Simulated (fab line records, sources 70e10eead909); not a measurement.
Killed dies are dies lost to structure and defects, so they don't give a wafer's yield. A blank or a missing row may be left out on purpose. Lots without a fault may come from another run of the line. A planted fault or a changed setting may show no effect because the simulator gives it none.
A struck lot beside a sound one / flow nand harc / 44 out of 1302 route steps
Sound: these wafers, L615.3, L615.4, L615.6. Struck: wafer L629.4 (L629.1, L629.5, from the same lot, were not struck and are left out); the cause is given at the end.
For every step that has rows: the tool of each side, followed by ch and its chambers, followed by its first start. Under that, the readings that differ: sound wafers / struck wafers / difference of the means / sigmas: that difference in standard deviations of wafers without a fault.
alike: a reading whose means differ by less than 2 such deviations, as well as words and numbers matching on both sides. not compared: withheld readings; readings where some wafer has no value; bounds like >300 that might hide an equal value; numbers whose values overlap and for which the record gives no deviation.
Wherever a step has rows on one side only, a row that says differs or no value, or a row with sigmas, the two part there. Non-overlapping numbers with no deviation appear without sigmas and do not part them. A reading missing from all wafers of one side parts the sides only when that side holds two or more wafers.

first, 6 steps without rows for these wafers: NHARC_P_GATE_COAT_40; NHARC_P_GATE_SOFTBAKE_41 (time 95 s); NHARC_P_GATE_EBR_42; NHARC_P_GATE_EXPOSE_43 (exposes mask P NSD, target cd 720 nm); NHARC_P_GATE_PEB_44 (peb time 85 s); NHARC_P_GATE_DEVELOP_45 (time 70 s).
NHARC_P_GATE_CD_MEAS_46: the cd target is 720 nm.
  sound on cd sem-03 ch 0, day 6 00:41; struck on cd sem-02 ch 0, day 11 17:27
  alike: cd nm
then, 4 steps without rows for these wafers: NHARC_P_GATE_HARDBAKE_47 (time 80 s); NHARC_P_GATE_DESCUM_48 (chemistry O2, time 3 s); NHARC_P_GATE_IMPLANT_49; NHARC_P_GATE_STRIP_111 (strips in N2/H2, time 250 s).
NHARC_P_GATE_STRIP_75: strips in O2.
  sound on plasma asher-01 ch 0,1, day 6 01:32; struck on plasma asher-01 ch 1, day 11 18:17
  alike: drypump motor current A, heater power w, rf refl power W, temp c
  not compared: rf hours counter h
NHARC_P_GATE_STRIP_50: strips in SPM, time 900 s.
  sound on wet bench-01 ch 1,4,6, day 6 01:40; struck on wet bench-03 ch 6, day 11 18:26
reading=bath guard temp C (C); sound=129.8 130.4 129.4; struck=131.2; difference=+1.3; sigmas=+2
  alike: temp c
then, 8 steps without rows for these wafers: NHARC_P_GATE_DEHYDRATE_51 (time 120 s); NHARC_P_GATE_HMDS_52 (time 30 s); NHARC_P_GATE_COAT_53; NHARC_P_GATE_SOFTBAKE_54 (time 95 s); NHARC_P_GATE_EBR_55; NHARC_P_GATE_EXPOSE_56 (exposes mask P PSD, target cd 720 nm); NHARC_P_GATE_PEB_57 (peb time 85 s); NHARC_P_GATE_DEVELOP_58 (time 70 s).
NHARC_P_GATE_CD_MEAS_59: the cd target is 720 nm.
  sound on cd sem-03 ch 0, day 6 02:19; struck on cd sem-03 ch 0, day 11 19:05
  alike: cd nm
then, 1 step without rows for these wafers: NHARC_P_GATE_HARDBAKE_60 (time 80 s).
NHARC_P_GATE_DESCUM_61: chemistry O2, time 3 s.
  sound on rie diel-04 ch 0,1,2, day 6 02:30; struck on rie diel-04 ch 1, day 11 19:16
  alike: drypump motor current A, oes product au, rf vpp V, showerhead plenum p Torr, throttle valve pct
  not compared: rf hours counter h
then, 1 step without rows for these wafers: NHARC_P_GATE_IMPLANT_62.
NHARC_P_GATE_STRIP_112: strips in N2/H2, time 200 s.
  sound on plasma asher-01 ch 0,1, day 6 02:56; struck on plasma asher-01 ch 1, day 11 19:40
  alike: drypump motor current A, heater power w, rf refl power W, temp c
  not compared: rf hours counter h
then, 10 steps without rows for these wafers: NHARC_P_GATE_STRIP_76 (strips in O2); NHARC_P_GATE_STRIP_63 (strips in SPM, time 900 s); NHARC_P_GATE_DEHYDRATE_83 (time 120 s); NHARC_P_GATE_HMDS_84 (time 30 s); NHARC_P_GATE_COAT_85; NHARC_P_GATE_SOFTBAKE_86 (time 95 s); NHARC_P_GATE_EBR_87; NHARC_P_GATE_EXPOSE_88 (exposes mask P HVN, target cd 2000 nm); NHARC_P_GATE_PEB_89 (peb time 85 s); NHARC_P_GATE_DEVELOP_90 (time 70 s).
NHARC_P_GATE_CD_MEAS_91: the cd target is 2000 nm.
  sound on cd sem-02 ch 0, day 6 03:55; struck on cd sem-02 ch 0, day 11 20:48
  alike: cd nm
then, 1 step without rows for these wafers: NHARC_P_GATE_HARDBAKE_92 (time 80 s).
NHARC_P_GATE_DESCUM_93: chemistry O2, time 3 s.
  sound on rie diel-04 ch 0,2, day 6 04:04; struck on rie diel-01 ch 3, day 11 20:58
  alike: drypump motor current A, oes product au, rf vpp V, showerhead plenum p Torr, throttle valve pct
  not compared: rf hours counter h
then, 1 step without rows for these wafers: NHARC_P_GATE_IMPLANT_94.
NHARC_P_GATE_STRIP_113: strips in N2/H2, time 740 s.
  sound on plasma asher-01 ch 0,1, day 6 04:40; struck on plasma asher-02 ch 0, day 11 21:20
reading=heater power w (W); sound=72 91 90; struck=105; difference=+21; sigmas=+2
reading=rf refl power W (W); sound=21 15 15; struck=26; difference=+9; sigmas=+2
  alike: drypump motor current A, temp c
  not compared: rf hours counter h
then, 1 step without rows for these wafers: NHARC_P_GATE_STRIP_95 (strips in O2).
NHARC_P_GATE_INSPECT_68:
  sound on defect inspect-01 at day 6 06:58; struck on defect inspect-01 at day 11 23:52
reading=raw defect count; sound=355 394 254; struck=1055; difference=+721; sigmas=+9
-- jump in the record: it breaks off in module P_GATE and resumes in module END (first step shown: number 1302 of the route), and 19 days separate the struck wafers' starts before and after --
NHARC_END_SORT_01:
  the record has rows for the struck wafers here (prober-02 ch 0, day 30 16:14) and none for the sound ones

WHERE THEY PART
Last at NHARC_END_SORT_01 as far as this record goes, first at NHARC_P_GATE_STRIP_50.

WHY: the cause the simulator had injected
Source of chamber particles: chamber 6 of wet bench-03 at NHARC_P_GATE_STRIP_50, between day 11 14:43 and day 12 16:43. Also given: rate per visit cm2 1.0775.
